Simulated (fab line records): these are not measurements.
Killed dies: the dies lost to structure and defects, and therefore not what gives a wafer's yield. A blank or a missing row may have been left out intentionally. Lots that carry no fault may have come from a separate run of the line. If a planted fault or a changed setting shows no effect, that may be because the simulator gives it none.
Matching of chambers :: flow n5 finfet :: N5_BEOL_M4_ALD_84 on ald metal-04: 4 sister chambers
The step deposits TaN, pulse time 2 s, purge time 3 s, co reactant purge time 2 s. 4 wafers are shown with their chamber, then 12 later ones without.

== WAFERS, EACH WITH ITS CHAMBER ==
wafer: L081.6
chamber: 3
heater power w (W): 380

wafer: L083.3
chamber: 1
heater power w (W): 516

wafer: L083.4
chamber: 2
heater power w (W): 406

wafer: L083.5
chamber: 0
heater power w (W): 341

== WAFERS WHOSE CHAMBER IS MISSING ==
wafer: L093.3
heater power w (W): 504

wafer: L093.4
heater power w (W): 378

wafer: L093.5
heater power w (W): 417

wafer: L092.1
heater power w (W): 336

wafer: L092.2
heater power w (W): 386

wafer: L092.6
heater power w (W): 522

wafer: L091.1
heater power w (W): 518

wafer: L091.3
heater power w (W): 374

wafer: L091.6
heater power w (W): 418

wafer: L095.4
heater power w (W): 377

wafer: L095.5
heater power w (W): 377

wafer: L095.6
heater power w (W): 409

== THE CHAMBER EACH PASSED THROUGH ==
wafer: L093.3
from the rows above: 1
in truth: 1

wafer: L093.4
from the rows above: 3
in truth: 3

wafer: L093.5
from the rows above: 2
in truth: 2

wafer: L092.1
from the rows above: 0
in truth: 0

wafer: L092.2
from the rows above: 3
in truth: 3

wafer: L092.6
from the rows above: 1
in truth: 1

wafer: L091.1
from the rows above: 1
in truth: 1

wafer: L091.3
from the rows above: 3
in truth: 3

wafer: L091.6
from the rows above: 2
in truth: 2

wafer: L095.4
from the rows above: 3
in truth: 3

wafer: L095.5
from the rows above: 3
in truth: 3

wafer: L095.6
from the rows above: 2
in truth: 2
Correctly placed: 12 of 12. Can't be placed from these rows: 0. Wrongly placed: 0.
How it was worked out, from the rows above alone: a wafer's distance from a chamber is the root of the sum, over the readings, of the square of ((its reading less the chamber's mean) divided by the reading's scatter). The wafer belongs to the nearest chamber; if the next one is less than 2 further off, it can't be placed. For every chamber, the mean is computed from those of its wafers that are shown. The scatter (one wafer shown for each chamber): square how far every hidden wafer sits from the nearest shown wafer, average those squares and take the square root.
